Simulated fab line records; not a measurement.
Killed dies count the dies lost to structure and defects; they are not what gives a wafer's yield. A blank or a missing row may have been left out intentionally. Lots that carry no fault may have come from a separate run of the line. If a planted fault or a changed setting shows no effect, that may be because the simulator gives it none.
Chamber matching :: flow nand-harc :: NHARC_A_STAIRCASE_DEP_151 on pecvd-03 has 3 sister chambers
The step deposits SiO2, target thk 7200 nm. 6 wafers are shown with their chamber, then 8 later ones without.

WAFERS WITH THEIR CHAMBER
wafer: L076.2
chamber: 1
heater-power-w (W): 639

wafer: L085.4
chamber: 2
heater-power-w (W): 657

wafer: L089.3
chamber: 0
heater-power-w (W): 735

wafer: L089.4
chamber: 2
heater-power-w (W): 635

wafer: L089.6
chamber: 0
heater-power-w (W): 568

wafer: L090.2
chamber: 1
heater-power-w (W): 727

WAFERS WITH NO CHAMBER GIVEN
wafer: L090.3
heater-power-w (W): 676

wafer: L090.6
heater-power-w (W): 569

wafer: L094.1
heater-power-w (W): 612

wafer: L094.5
heater-power-w (W): 586

wafer: L094.6
heater-power-w (W): 563

wafer: L095.1
heater-power-w (W): 723

wafer: L095.4
heater-power-w (W): 618

wafer: L095.6
heater-power-w (W): 588

THE CHAMBER EACH PASSED THROUGH
wafer: L090.3
from the rows above: can't be placed: 1 or 0 or 2
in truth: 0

wafer: L090.6
from the rows above: can't be placed: 2 or 0 or 1
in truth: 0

wafer: L094.1
from the rows above: can't be placed: 2 or 0 or 1
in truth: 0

wafer: L094.5
from the rows above: can't be placed: 2 or 0 or 1
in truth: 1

wafer: L094.6
from the rows above: can't be placed: 2 or 0 or 1
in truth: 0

wafer: L095.1
from the rows above: can't be placed: 1 or 0 or 2
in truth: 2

wafer: L095.4
from the rows above: can't be placed: 2 or 0 or 1
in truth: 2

wafer: L095.6
from the rows above: can't be placed: 2 or 0 or 1
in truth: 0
0 of 8 placed correctly. Unplaceable from these rows: 8, with the true chamber sitting among the candidates in 8. Wrongly placed: 0.
How it was worked out, from the rows above alone: a wafer's distance from a chamber is the root of the sum, over the readings, of the square of ((its reading less the chamber's mean) divided by the reading's scatter). The wafer belongs to the nearest chamber; if the next one is less than 2 further off, it can't be placed. For every chamber, the mean is computed from those of its wafers that are shown. The scatter: take each reading less its chamber's mean, square it, sum over the shown wafers, divide by the number of wafers less the number of chambers, and take the root.
